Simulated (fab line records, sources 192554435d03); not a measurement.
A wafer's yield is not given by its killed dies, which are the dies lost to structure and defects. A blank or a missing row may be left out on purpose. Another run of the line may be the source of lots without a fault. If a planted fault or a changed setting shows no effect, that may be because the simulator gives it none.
fab line records    flow n5_finfet
[record] lots = 6  wafers = 18  last_day = 18
route steps=1938 shown SD_ACTIVATION@332 ILD0@335 BEOL_M4@1111 PASSIVATION@1936
lots untouched by any fault: they come from a run of this same line in which no faults occurred
start_h: start of the lot's first displayed wafer, in hours after the record's first day    wait_h: hours elapsed since this lot's preceding step    " same as the row above    L1.1+2: a row that stands for several wafers    - either no value or no given start    * or withheld: withheld    < > ~ a bound
route shown NAME@n: names a module that has steps shown in the file, with the first one's number in the route    usual: the fault-free wafers' mean and standard deviation    same: alike in all rows    chamber/n: place in a boat    sites: readings site by site    _std_site: standard deviation of those values    _edge_site: inner sites' mean taken away from outer sites' mean    radius_mm: how far each site lies from the wafer's centre    mask NAME#n: copy n    behind: tool/chamber where the wafer was last shaped    hold: cause of the lot's hold/its duration in hours/its outcome    device: whichever transistor did not switch (one of n, p or np)    end of line: the tests these same wafers got at the end of their route    a step without rows: its recipe alone    killed: not the wafer's yield, but the dies lost to structure and defects at the first sort    map: a wafer's dies, marking killed ones x, the rest . and places with no die _
set.NAME: setting as actually run; set.NAME@STEP: the setting as run at that earlier step    model.NAME: the simulator's own value behind a step, which no gauge read
lots seen at some steps along the route; tables by step, rows by wafer
services: from which hour (start_h, from the record's first day; less than 0 if before it) a tool's chamber was out of use, for how many hours, and why
[[steps]]
[step N5_SD_ACTIVATION_RS_MEAS_03]
[recipe] thk_meas_gauge = four-point-probe
[usual] RS_SD_N = 21.82/0.29  RS_SD_P = 56.1/0.88
lot.wafer  tool           chamber  start_h  wait_h  RS_SD_N[ohm/sq]  RS_SD_P[ohm/sq]
L737.1     film_metro-01  -        57.88    0.2     21.91            56.3
L737.5     "              -        "        "       22.12            57.4
L737.6     "              -        "        "       22.16            56.5
L741.1     film_metro-01  -        86.49    0.2     21.99            56.4
L741.2     "              -        "        "       21.67            55.3
L741.4     "              -        "        "       21.79            55.6
L746.1     film_metro-02  -        112.83   0.2     21.29            57.1
L746.3     "              -        "        "       21.33            56.9
L746.4     "              -        "        "       21.31            57.9
L747.1     film_metro-01  -        121.96   0.2     22.55            54.6
L747.2     "              -        "        "       22.11            55.3
L747.4     "              -        "        "       22.16            55.1
L754.1     film_metro-01  -        160.63   0.2     21.82            54.9
L754.3     "              -        "        "       22.09            55.1
L754.6     "              -        "        "       22.17            55.8
L759.1     film_metro-02  -        192.03   0.2     22.16            58.2
L759.3     "              -        "        "       21.99            58.4
L759.5     "              -        "        "       21.88            57.7
[step N5_SD_ACTIVATION_INSPECT_02]
[recipe] inspect_instrument = darkfield  mode = post_anneal
[usual] raw_defect_count = 182/40
lot.wafer  tool               chamber  start_h  wait_h  raw_defect_count
L737.1     defect_inspect-02  -        58.37    0.3     193
L737.5     "                  -        "        "       169
L737.6     "                  -        "        "       169
L741.1     defect_inspect-02  -        86.81    0.2     161
L741.2     "                  -        "        "       141
L741.4     "                  -        "        "       120
L746.1     defect_inspect-02  -        113.15   0.2     157
L746.3     "                  -        "        "       125
L746.4     "                  -        "        "       204
L747.1     defect_inspect-01  -        122.28   0.2     222
L747.2     "                  -        "        "       267
L747.4     "                  -        "        "       253
L754.1     defect_inspect-01  -        160.96   0.2     222
L754.3     "                  -        "        "       253
L754.6     "                  -        "        "       271
L759.1     defect_inspect-01  -        192.35   0.2     179
L759.3     "                  -        "        "       181
L759.5     "                  -        "        "       223
[step N5_ILD0_LINER_00]
[recipe] material = SiNx  target_thk_a = 40  temp_c = 400  ald_precursor_family = SiH2I2  ald_co_reactant = N2/H2-plasma  pulse_time_s = 1  purge_time_s = 2  co_reactant_purge_time_s = 2  ald_cycles = 80  pressure_torr = 2
[usual] heater_power_outer_w = 512/62  heater_power_w = 832/87  precursor_pulse_height_rel = 1.001/0.021
[same] co_reactant_purge_time_s = 2
lot.wafer  tool        chamber  start_h  wait_h  heater_power_outer_w  heater_power_w  precursor_pulse_height_rel
L737.1     ald_sin-04  2        58.41    0.0     521                   870             1.007
L737.5     "           2        "        "       527                   846             0.994
L737.6     "           1        "        "       562                   885             1.022
L741.1     ald_sin-01  3        86.91    0.1     546                   919             1.000
L741.2     "           0        "        "       538                   850             0.939
L741.4     "           1        "        "       484                   764             1.033
L746.1     ald_sin-02  1        113.19   0.0     548                   821             0.985
L746.3     "           0        "        "       444                   694             0.989
L746.4     "           2        "        "       535                   831             1.019
L747.1     ald_sin-04  0        122.31   0.0     385                   683             0.956
L747.2     "           2        "        "       532                   863             1.025
L747.4     "           3        "        "       559                   950             1.014
L754.1     ald_sin-04  1        161.00   0.0     555                   923             1.011
L754.3     "           3        "        "       569                   953             1.023
L754.6     "           3        "        "       554                   934             1.013
L759.1     ald_sin-01  3        192.39   0.0     582                   931             1.014
L759.3     "           0        "        "       557                   866             1.003
L759.5     "           3        "        "       591                   928             0.983
[step N5_ILD0_FCVD_FILL_01]
[recipe] material = SiO2_flowable  target_thk_a = 2000  temp_c = 100  pressure_torr = 0.8  rf_w = 2000  time_s = 328.3
[step N5_ILD0_CURE_02]
[recipe] temp_c = 450  time_s = 1800  ambient = steam  idle_temp_c = 400  ramp_up_c_per_min = 5  ramp_down_c_per_min = 3  densification_p_h2o_torr = 640
[step N5_ILD0_CMP_03]
[recipe] stop_on = SiNx  t_overpolish_s = 1.9  post_cmp_clean = alkaline_brush  down_force_psi = 4.1491  platen_rpm = 51.796  pad_velocity_m_s = 1.0306  target_thk_nm = 197.38
[usual] head_pressure_psi = 4.150/0.009  motor_current_A = 12.5/1.2  overpolish_run_s = 1.900/0.0096  retaining_ring_pressure_frac = 1.000/0.0056  time_to_endpoint_s = 70/4.8
lot.wafer  tool    chamber  start_h  wait_h  head_pressure_psi  motor_current_A  overpolish_run_s  retaining_ring_pressure_frac  time_to_endpoint_s
L737.1     cmp-02  0        60.89    0.1     4.161              9.9              1.906             1.000                         68
L737.5     "       1        "        "       4.157              13.4             1.917             0.997                         72
L737.6     "       2        "        "       4.146              12.5             1.901             0.997                         72
L741.4     cmp-02  3        89.27    0.0     4.143              12.4             1.908             0.988                         70
L741.1     "       0        "        "       4.151              10.8             1.927             1.005                         72
L741.2     "       2        "        "       4.166              12.6             1.895             0.998                         69
L746.1     cmp-01  3        115.56   0.0     4.141              13.7             1.900             0.994                         78
L746.4     "       0        "        "       4.144              10.7             1.908             0.999                         73
L746.3     "       1        "        "       4.142              13.0             1.890             1.000                         74
L747.1     cmp-03  0        124.68   0.0     4.142              13.7             1.914             1.001                         66
L747.4     "       1        "        "       4.138              11.8             1.893             1.010                         70
L747.2     "       2        "        "       4.149              13.8             1.886             1.006                         70
L754.3     cmp-02  2        163.40   0.1     4.143              12.8             1.898             1.016                         64
L754.1     "       3        "        "       4.158              12.4             1.905             0.991                         63
L754.6     "       1        "        "       4.153              13.0             1.888             0.999                         62
L759.1     cmp-01  3        195.12   0.0     4.135              13.1             1.898             0.996                         74
L759.3     "       1        "        "       4.137              13.4             1.897             0.997                         70
L759.5     "       0        "        "       4.145              10.3             1.890             1.004                         68
[step N5_ILD0_THK_MEAS_04]
[usual] thk_nm = 197.1/1.2
lot.wafer  tool           chamber  start_h  wait_h  thk_nm
L737.1     film_metro-01  -        61.07    -       198.0
L737.5     "              -        "        "       197.8
L737.6     "              -        "        "       196.9
L741.1     film_metro-01  -        89.57    -       198.7
L741.2     "              -        "        "       197.3
L741.4     "              -        "        "       196.9
L746.1     film_metro-01  -        115.86   -       199.0
L746.3     "              -        "        "       199.2
L746.4     "              -        "        "       197.3
L747.1     film_metro-01  -        124.97   -       196.7
L747.2     "              -        "        "       198.0
L747.4     "              -        "        "       195.6
L754.1     film_metro-02  -        163.66   -       196.3
L754.3     "              -        "        "       195.0
L754.6     "              -        "        "       196.5
L759.1     film_metro-01  -        195.41   -       198.2
L759.3     "              -        "        "       195.7
L759.5     "              -        "        "       198.0
[step N5_ILD0_CMP_07]
[recipe] stop_on = poly-Si  material = SiO2_flowable  t_overpolish_s = 1.18  post_cmp_clean = alkaline_brush  down_force_psi = 4.1491  platen_rpm = 51.796  pad_velocity_m_s = 1.0306  target_thk_nm = 138.88
[usual] head_pressure_psi = 4.151/0.0088  motor_current_A = 12.5/1.2  retaining_ring_pressure_frac = 0.999/0.005
lot.wafer  tool    chamber  start_h  wait_h  head_pressure_psi  motor_current_A  retaining_ring_pressure_frac
L737.1     cmp-02  1        61.17    0.1     4.143              12.0             1.011
L737.5     "       3        "        "       4.156              12.2             0.999
L737.6     "       0        "        "       4.141              10.9             1.004
L741.4     cmp-03  3        89.60    0.0     4.139              13.5             0.999
L741.2     "       1        "        "       4.156              12.3             1.002
L741.1     "       2        "        "       4.144              14.4             0.991
L746.4     cmp-01  3        115.89   0.0     4.149              13.2             0.996
L746.1     "       1        "        "       4.156              14.2             0.996
L746.3     "       2        "        "       4.137              11.3             1.011
L747.1     cmp-03  0        125.00   0.0     4.160              13.1             0.997
L747.2     "       1        "        "       4.140              12.0             0.993
L747.4     "       2        "        "       4.152              13.7             0.998
L754.3     cmp-02  0        163.69   0.0     4.152              10.9             1.011
L754.1     "       1        "        "       4.151              13.1             0.995
L754.6     "       1        "        "       4.152              13.0             0.992
L759.3     cmp-01  3        195.48   0.1     4.153              14.1             0.993
L759.1     "       0        "        "       4.140              11.0             1.002
L759.5     "       2        "        "       4.147              11.2             0.995
[step N5_ILD0_THK_MEAS_08]
[usual] thk_nm = 138.4/1.3
lot.wafer  tool           chamber  start_h  wait_h  thk_nm
L737.1     film_metro-01  -        61.39    -       138.6
L737.5     "              -        "        "       137.2
L737.6     "              -        "        "       138.2
L741.1     film_metro-01  -        89.89    -       138.2
L741.2     "              -        "        "       139.6
L741.4     "              -        "        "       137.0
L746.1     film_metro-01  -        116.19   -       140.3
L746.3     "              -        "        "       140.7
L746.4     "              -        "        "       141.2
L747.1     film_metro-02  -        125.30   -       137.1
L747.2     "              -        "        "       138.1
L747.4     "              -        "        "       139.6
L754.1     film_metro-02  -        163.98   -       137.3
L754.3     "              -        "        "       136.4
L754.6     "              -        "        "       138.2
L759.1     film_metro-02  -        195.73   -       138.4
L759.3     "              -        "        "       137.8
L759.5     "              -        "        "       137.1
[step N5_ILD0_PRECLEAN_10]
[recipe] chemistry = NF3:NH3  afs_cycles = 5  time_s = 20  temp_c = 30  sublimation_temp_c = 180  sublimation_time_s = 60  pressure_torr = 3  rf_power_w = 30
[step N5_ILD0_ALD_15]
[recipe] material = SiNx  target_thk_a = 240  temp_c = 400  ald_precursor_family = SiH2I2  ald_co_reactant = N2/H2-plasma  pulse_time_s = 1  ald_cycles = 480  purge_time_s = 2  co_reactant_purge_time_s = 2  pressure_torr = 2
[usual] heater_power_outer_w = 509/61  heater_power_w = 825/82  precursor_pulse_height_rel = 1.003/0.021
[same] co_reactant_purge_time_s = 2
lot.wafer  tool        chamber  start_h  wait_h  heater_power_outer_w  heater_power_w  precursor_pulse_height_rel
L737.1     ald_sin-01  3        62.12    0.6     560                   923             0.964
L737.5     "           3        63.20    1.2     568                   927             1.005
L737.6     "           0        "        "       546                   846             1.010
L741.1     ald_sin-02  2        90.66    0.6     538                   825             0.980
L741.2     "           1        "        "       565                   812             1.055
L741.4     "           3        "        "       431                   784             1.017
L746.1     ald_sin-04  0        116.90   0.6     386                   672             1.006
L746.3     "           1        "        "       564                   901             1.057
L746.4     "           3        "        "       577                   912             1.009
L747.1     ald_sin-04  2        126.01   0.6     532                   826             1.010
L747.2     "           1        "        "       547                   888             1.017
L747.4     "           0        "        "       394                   672             1.040
L754.1     ald_sin-01  2        164.70   0.6     532                   849             1.015
L754.3     "           1        "        "       505                   790             1.013
L754.6     "           3        165.79   1.1     550                   943             0.996
L759.1     ald_sin-02  2        196.45   0.6     532                   830             0.960
L759.3     "           0        "        "       444                   704             1.011
L759.5     "           2        197.54   1.2     535                   834             0.964
[step N5_ILD0_CMP_12]
[recipe] stop_on = poly-Si  material = SiNx  t_overpolish_s = 6  post_cmp_clean = alkaline_brush  down_force_psi = 2.5  platen_rpm = 51.8  pad_velocity_m_s = 1.0307  target_thk_nm = 17.67
[usual] head_pressure_psi = 2.499/0.0053  motor_current_A = 9.1/0.91  overpolish_run_s = 6.000/0.0085  retaining_ring_pressure_frac = 1.000/0.005  time_to_endpoint_s = 28.2/2.7
lot.wafer  tool    chamber  start_h  wait_h  head_pressure_psi  motor_current_A  overpolish_run_s  retaining_ring_pressure_frac  time_to_endpoint_s
L737.1     cmp-02  3        64.32    1.1     2.498              9.1              6.007             1.002                         27.4
L737.6     "       3        "        "       2.494              9.0              6.001             1.008                         28.9
L737.5     "       0        "        "       2.500              7.7              6.000             1.001                         29.8
L741.2     cmp-02  3        92.86    1.1     2.499              8.8              5.998             0.990                         26.7
L741.1     "       1        "        "       2.493              9.2              6.005             0.997                         28.7
L741.4     "       2        "        "       2.493              9.3              5.993             0.998                         27.4
L746.4     cmp-02  0        119.11   1.1     1.877              6.6              6.002             0.996                         37.0
L746.1     "       1        "        "       1.873              7.8              6.008             1.005                         36.6
L746.3     "       2        "        "       1.872              7.4              5.993             1.000                         36.0
L747.2     cmp-02  0        128.22   1.1     1.885              6.5              6.012             0.997                         36.8
L747.1     "       1        "        "       1.876              8.6              5.998             0.999                         38.0
L747.4     "       2        "        "       1.874              7.3              6.002             0.999                         36.1
L754.3     cmp-03  0        166.93   1.1     2.505              9.9              6.006             0.998                         27.2
L754.1     "       2        "        "       2.493              10.3             6.007             1.001                         30.0
L754.6     "       1        "        "       2.493              8.9              6.010             0.992                         29.2
L759.1     cmp-03  0        198.65   1.1     2.499              9.7              6.000             0.990                         29.5
L759.3     "       2        "        "       2.512              10.1             5.996             1.000                         30.3
L759.5     "       0        "        "       2.509              10.2             6.003             0.992                         28.6
[step N5_ILD0_THK_MEAS_13]
[usual] thk_nm = 17.5/1.3
lot.wafer  tool           chamber  start_h  wait_h  thk_nm
L737.1     film_metro-02  -        64.61    -       18.7
L737.5     "              -        "        "       19.8
L737.6     "              -        "        "       18.3
L741.1     film_metro-02  -        93.16    -       17.9
L741.2     "              -        "        "       18.2
L741.4     "              -        "        "       17.6
L746.1     film_metro-01  -        119.40   -       18.0
L746.3     "              -        "        "       16.8
L746.4     "              -        "        "       17.7
L747.1     film_metro-02  -        128.51   -       17.1
L747.2     "              -        "        "       17.6
L747.4     "              -        "        "       15.1
L754.1     film_metro-02  -        167.22   -       17.5
L754.3     "              -        "        "       17.9
L754.6     "              -        "        "       17.8
L759.1     film_metro-02  -        198.95   -       17.4
L759.3     "              -        "        "       18.6
L759.5     "              -        "        "       17.9
[step N5_BEOL_M4_RC_MEAS_101]
[usual] DIBL_N = 36.0/1.6  DIBL_P = 36.1/2  IOFF_N = 0.160/0.029  IOFF_P = 0.21/0.039  ION_N = 675/13  ION_P = 464/8.8  SS_N = 71.5/0.58  SS_P = 73.3/0.65  VT_N = 250/3.3  VT_P = -249/3.6
lot.wafer  tool       chamber  start_h  wait_h  DIBL_N[mV/V]  DIBL_P[mV/V]  IOFF_N[nA/um]  IOFF_P[nA/um]  ION_N[uA/um]  ION_P[uA/um]  SS_N[mV/dec]  SS_P[mV/dec]  VT_N[mV]  VT_P[mV]
L737.1     prober-02  0        163.92   0.0     34.0          31.5          0.107          0.14           654           448           70.2          73.1          254       -256
L737.5     "          0        "        "       35.0          32.7          0.117          0.15           656           445           71.0          72.7          256       -255
L737.6     "          0        "        "       35.7          34.8          0.131          0.19           658           460           71.1          73.1          251       -252
L741.1     prober-02  0        191.04   0.0     32.2          33.8          0.122          0.18           669           465           70.1          72.2          254       -252
L741.2     "          0        "        "       37.0          39.5          0.202          0.27           706           486           72.7          74.6          246       -246
L741.4     "          0        "        "       33.7          35.0          0.134          0.19           668           457           70.6          73.3          253       -250
L746.1     prober-02  0        220.01   0.0     36.2          34.9          0.161          0.21           669           460           71.2          73.3          250       -247
L746.3     "          0        "        "       38.6          37.5          0.207          0.25           681           456           72.4          73.8          246       -248
L746.4     "          0        "        "       39.3          39.8          0.235          0.27           705           476           72.2          74.7          241       -248
L747.1     prober-02  0        234.40   0.0     36.5          37.7          0.167          0.27           673           470           71.8          73.6          246       -244
L747.2     "          0        "        "       39.1          39.4          0.227          0.29           681           466           73.4          73.5          244       -244
L747.4     "          0        "        "       37.2          39.1          0.185          0.30           689           479           71.9          73.8          244       -243
L754.1     prober-01  0        268.08   0.0     35.8          36.9          0.169          0.20           693           470           71.8          73.4          248       -249
L754.3     "          0        "        "       36.0          37.0          0.182          0.21           694           475           71.1          73.8          245       -248
L754.6     "          0        "        "       36.5          38.0          0.188          0.21           694           474           71.4          73.8          247       -248
L759.1     prober-02  0        303.28   0.0     34.6          34.1          0.130          0.18           657           452           71.7          72.8          254       -251
L759.3     "          0        "        "       36.9          38.1          0.192          0.26           674           464           71.4          73.9          248       -246
L759.5     "          0        "        "       33.7          33.0          0.120          0.17           660           454           71.5          72.7          255       -252
[step N5_PASSIVATION_PROBE_49]
[usual] defect_limited_yield = 91.0/1.3  killed_at_M0_to_M3 = 36/9.5  killed_at_M4_up = 14/5.6  killed_at_contacts = 12/6.4  killed_at_front_end = 40/10  killed_at_other = 3.2/3  killed_dies = 107/15  killed_on_rim = 15/4.5  killed_open = 69/12  killed_short = 35/7.7  sort_bin_5_function = 5.3/0.91  sort_bin_6_memory = 3.3/0.65  sort_n_pass = 1073/15  sort_yield_pct = 91.0/1.3
[same] gross_dies = 1180  killed_at_back_side = 0  sort_bin_4_leakage[%] = 0  sort_bin_8_speed[%] = 0
lot.wafer  tool       chamber  start_h  wait_h  defect_limited_yield[%]  killed_at_M0_to_M3  killed_at_M4_up  killed_at_contacts  killed_at_front_end  killed_at_other  killed_dies  killed_on_rim  killed_open  killed_short  sort_bin_5_function[%]  sort_bin_6_memory[%]  sort_n_pass  sort_yield_pct[%]
L737.1     prober-02  -        270.11   0.0     91.5                     29                  10               4                   52                   5                100          14             71           29            5.4                     2.8                   1080         91.5
L737.5     prober-02  -        270.31   0.2     92.5                     24                  16               11                  28                   10               89           10             59           30            4.3                     3.0                   1091         92.5
L737.6     prober-02  -        270.36   0.3     93.9                     28                  9                11                  24                   0                72           12             52           19            3.3                     2.4                   1108         93.9
L741.1     prober-02  -        291.74   0.0     90.6                     41                  11               21                  32                   6                111          22             70           38            6.5                     2.6                   1069         90.6
L741.2     prober-02  -        291.79   0.1     90.8                     32                  13               23                  37                   3                108          20             73           31            5.5                     3.6                   1072         90.8
L741.4     prober-02  -        291.89   0.2     89.6                     39                  12               12                  49                   11               123          16             71           44            5.8                     3.4                   1057         89.6
L746.1     prober-02  -        332.97   0.5     90.3                     38                  13               19                  41                   3                114          12             81           33            5.4                     4.0                   1066         90.3
L746.3     prober-02  -        333.07   0.6     92.0                     34                  23               11                  24                   2                94           12             57           33            4.3                     3.3                   1086         92.0
L746.4     prober-02  -        333.12   0.7     90.7                     51                  12               13                  34                   0                110          16             66           41            5.3                     3.6                   1070         90.7
L747.1     prober-01  -        346.27   0.0     92.5                     25                  10               2                   50                   2                89           16             55           31            3.7                     3.2                   1091         92.5
L747.2     prober-01  -        346.32   0.1     92.5                     16                  15               4                   47                   7                89           20             53           26            4.1                     2.5                   1091         92.5
L747.4     prober-01  -        346.42   0.2     91.6                     39                  11               10                  36                   3                99           16             58           36            4.6                     3.1                   1081         91.6
L754.1     prober-02  -        381.73   0.0     92.4                     35                  7                13                  33                   2                90           13             59           20            4.2                     2.6                   1090         92.4
L754.3     prober-02  -        381.83   0.1     90.3                     37                  16               15                  44                   2                114          17             72           39            6.3                     3.2                   1066         90.3
L754.6     prober-02  -        381.98   0.3     91.9                     29                  12               11                  43                   1                96           15             68           27            4.7                     3.2                   1084         91.9
L759.1     prober-01  -        421.58   0.0     89.5                     37                  21               5                   60                   1                124          20             75           41            6.1                     3.6                   1056         89.5
L759.3     prober-01  -        421.68   0.1     90.2                     35                  9                14                  58                   0                116          12             69           47            5.3                     4.0                   1064         90.2
L759.5     prober-01  -        421.78   0.2     90.3                     46                  17               2                   49                   0                114          21             72           33            5.8                     3.1                   1066         90.3
// killed by level:class
L737.1 STI_FIN_REVEAL:geometric_particle:open=24 FIN_SAQP:geometric_particle:open=10 BEOL_M2:geometric_particle:open=10 BEOL_M0_SAQP:geometric_particle:short=7 BEOL_M4:geometric_particle:open=7 STI_FIN_REVEAL:geometric_particle:short=5 BEOL_M0_SAQP:geometric_particle:open=5 STARTING-WAFER:geometric_particle:short=3
L737.5 MOL_CONTACT_COAG:geometric_particle:open=9 BEOL_M1:geometric_particle:open=8 FIN_SAQP:geometric_particle:short=6 BEOL_M4:geometric_particle:open=6 FIN_SAQP:geometric_particle:open=5 BEOL_M3:geometric_particle:open=5 BEOL_M4:geometric_particle:short=5 BEOL_M0_SAQP:geometric_particle:short=3
L737.6 BEOL_M2:geometric_particle:open=12 MOL_CONTACT_COAG:geometric_particle:open=8 FIN_SAQP:geometric_particle:open=6 BEOL_M4:geometric_particle:open=6 STI_FIN_REVEAL:geometric_particle:open=4 DUMMY_GATE:geometric_particle:open=4 STI_FIN_REVEAL:geometric_particle:short=3 MOL_CONTACT_COAG:geometric_particle:short=3
L741.1 MOL_CONTACT_COAG:geometric_particle:open=20 BEOL_M0_SAQP:geometric_particle:short=14 BEOL_M0_SAQP:geometric_particle:open=11 STI_FIN_REVEAL:geometric_particle:open=9 BEOL_M4:geometric_particle:open=6 GATE_CUT:geometric_particle:short=5 BEOL_M1:geometric_particle:open=5 BEOL_M3:geometric_particle:open=4
L741.2 MOL_CONTACT_COAG:geometric_particle:open=18 BEOL_M3:geometric_particle:open=10 STI_FIN_REVEAL:geometric_particle:open=9 BEOL_M2:geometric_particle:open=9 MOL_CONTACT_COAG:geometric_particle:short=5 BEOL_M4:geometric_particle:open=5 FIN_SAQP:geometric_particle:open=4 BEOL_M2:geometric_particle:short=4
L741.4 STI_FIN_REVEAL:geometric_particle:open=15 BEOL_M0_SAQP:geometric_particle:open=14 BEOL_M0_SAQP:geometric_particle:short=11 FIN_SAQP:geometric_particle:short=10 MOL_CONTACT_COAG:geometric_particle:open=9 BEOL_M2:geometric_particle:open=9 PASS1_DEP:geometric_particle:open=6 HKMG_FIN:area_etch=6
L746.1 FIN_SAQP:geometric_particle:open=13 MOL_CONTACT_COAG:geometric_particle:open=13 BEOL_M3:geometric_particle:open=11 FIN_SAQP:geometric_particle:short=8 MOL_CONTACT_COAG:geometric_particle:short=6 BEOL_M1:geometric_particle:open=6 BEOL_M0_SAQP:geometric_particle:open=5 BEOL_M2:geometric_particle:open=5
L746.3 MOL_CONTACT_COAG:geometric_particle:open=8 BEOL_M3:geometric_particle:open=8 BEOL_M5:geometric_particle:open=7 BEOL_M0_SAQP:geometric_particle:short=6 BEOL_M0_SAQP:geometric_particle:open=6 BEOL_M1:geometric_particle:open=6 STI_FIN_REVEAL:geometric_particle:open=5 STARTING-WAFER:geometric_particle:open=4
L746.4 MOL_CONTACT_COAG:geometric_particle:open=10 BEOL_M3:geometric_particle:open=10 BEOL_M1:geometric_particle:open=9 BEOL_M0_SAQP:geometric_particle:short=8 FIN_SAQP:geometric_particle:open=7 STI_FIN_REVEAL:geometric_particle:open=6 BEOL_M0_SAQP:geometric_particle:open=6 BEOL_M3:geometric_particle:short=6
L747.1 FIN_SAQP:geometric_particle:open=15 FIN_SAQP:geometric_particle:short=13 BEOL_M1:geometric_particle:open=9 BEOL_M4:geometric_particle:open=7 STI_FIN_REVEAL:geometric_particle:open=7 BEOL_M0_SAQP:geometric_particle:open=5 BEOL_M0_SAQP:geometric_particle:short=4 GATE_CUT:geometric_particle:open=3
L747.2 BEOL_M4:geometric_particle:open=10 HKMG_FIN:area_etch=10 BEOL_M1:geometric_particle:open=9 FIN_SAQP:geometric_particle:open=7 FIN_SAQP:geometric_particle:short=5 GATE_CUT:geometric_particle:short=4 MOL_CONTACT_COAG:geometric_particle:open=4 STI_FIN_REVEAL:geometric_particle:open=3
L747.4 BEOL_M1:geometric_particle:open=8 BEOL_M0_SAQP:geometric_particle:open=8 MOL_CONTACT_COAG:geometric_particle:open=7 BEOL_M0_SAQP:geometric_particle:short=7 BEOL_M2:geometric_particle:open=7 FIN_SAQP:geometric_particle:short=6 DUMMY_GATE:geometric_particle:open=5 BEOL_M4:geometric_particle:open=5
L754.1 STI_FIN_REVEAL:geometric_particle:open=14 BEOL_M3:geometric_particle:open=14 MOL_CONTACT_COAG:geometric_particle:open=10 HKMG_FIN:area_etch=7 BEOL_M1:geometric_particle:open=5 BEOL_M3:geometric_particle:short=5 BEOL_M2:geometric_particle:open=4 MOL_CONTACT_COAG:geometric_particle:short=3
L754.3 STI_FIN_REVEAL:geometric_particle:open=15 MOL_CONTACT_COAG:geometric_particle:open=10 BEOL_M2:geometric_particle:open=8 BEOL_M3:geometric_particle:open=7 BEOL_M4:geometric_particle:open=7 FIN_SAQP:geometric_particle:short=6 STI_FIN_REVEAL:geometric_particle:short=5 BEOL_M0_SAQP:geometric_particle:short=5
L754.6 STI_FIN_REVEAL:geometric_particle:open=12 BEOL_M1:geometric_particle:open=10 MOL_CONTACT_COAG:geometric_particle:open=8 DUMMY_GATE:geometric_particle:open=7 BEOL_M4:geometric_particle:open=7 FIN_SAQP:geometric_particle:short=6 STI_FIN_REVEAL:geometric_particle:short=5 BEOL_M3:geometric_particle:open=5
L759.1 FIN_SAQP:geometric_particle:open=14 FIN_SAQP:geometric_particle:short=12 BEOL_M0_SAQP:geometric_particle:short=12 BEOL_M0_SAQP:geometric_particle:open=10 STI_FIN_REVEAL:geometric_particle:open=9 DUMMY_GATE:geometric_particle:open=8 BEOL_M1:geometric_particle:open=6 BEOL_M4:geometric_particle:open=6
L759.3 FIN_SAQP:geometric_particle:short=11 FIN_SAQP:geometric_particle:open=10 STI_FIN_REVEAL:geometric_particle:open=10 MOL_CONTACT_COAG:geometric_particle:open=10 BEOL_M0_SAQP:geometric_particle:short=10 BEOL_M2:geometric_particle:open=9 ILD0:geometric_particle:open=5 BEOL_M4:geometric_particle:open=5
L759.5 BEOL_M0_SAQP:geometric_particle:short=13 BEOL_M0_SAQP:geometric_particle:open=12 DUMMY_GATE:geometric_particle:open=9 FIN_SAQP:geometric_particle:open=8 STI_FIN_REVEAL:geometric_particle:open=8 BEOL_M4:geometric_particle:open=7 BEOL_M0:geometric_particle:open=7 HKMG_FIN:area_etch=7
[[services]]
tool        chamber  start_h  hours  kind
ald_sin-02  3        36.99    8.6    repair
ald_sin-01  1        47.80    2.6    repair
ald_sin-01  0        48.63    11.0   repair
cmp-03      -        71.24    4.3    repair
ald_sin-01  -        95.73    5.5    repair
cmp-03      -        96.44    0.5    repair
cmp-02      -        102.12   2.7    repair
cmp-02      -        119.96   2.1    repair
cmp-02      -        135.25   4.0    pm
cmp-02      -        139.25   -      consumable_replace:conditioner
cmp-02      -        139.25   -      consumable_replace:pad
cmp-01      -        164.50   4.3    pm
cmp-01      -        173.86   3.3    repair
ald_sin-01  -        176.75   14.0   pm
ald_sin-01  0        176.75   14.0   vent_cycle
ald_sin-01  1        176.75   14.0   vent_cycle
ald_sin-01  2        176.75   14.0   vent_cycle
ald_sin-01  3        176.75   14.0   vent_cycle
ald_sin-01  0        190.75   -      clean
ald_sin-01  1        190.75   -      clean
ald_sin-01  2        190.75   -      clean
ald_sin-01  3        190.75   -      clean
ald_sin-01  2        194.30   4.3    repair
ald_sin-02  0        197.62   23.9   repair
[[key]]
[first_sign] step = N5_ILD0_CMP_12  reading = head_pressure_psi  direction = down  sigmas = 99+  usual = 2.499  struck = 1.876
[effect] step = N5_ILD0_CMP_12  reading = time_to_endpoint_s  direction = up  sigmas = 3.2  usual = *  struck = *
met_at N5_ILD0_CMP_12
struck_wafers L746.1,L746.3,L746.4,L747.1,L747.2,L747.4
[baseline_loss] step = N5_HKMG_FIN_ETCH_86  wafers = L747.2
onset_between 92.86 119.11
[fault] kind = process_parameter_drift  tool = cmp-02  chamber = -  onset_h = 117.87  steps = N5_ILD0_CMP_12  channel = down_force_psi  offset = -0.62312  shape = step  end_h = 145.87  acts_in = these_recipes_only  stated = 2.5
// baseline_loss: these wafers lose ten dies or more at that step, a loss of the line's own and not of a fault; the sort's usual values leave them out
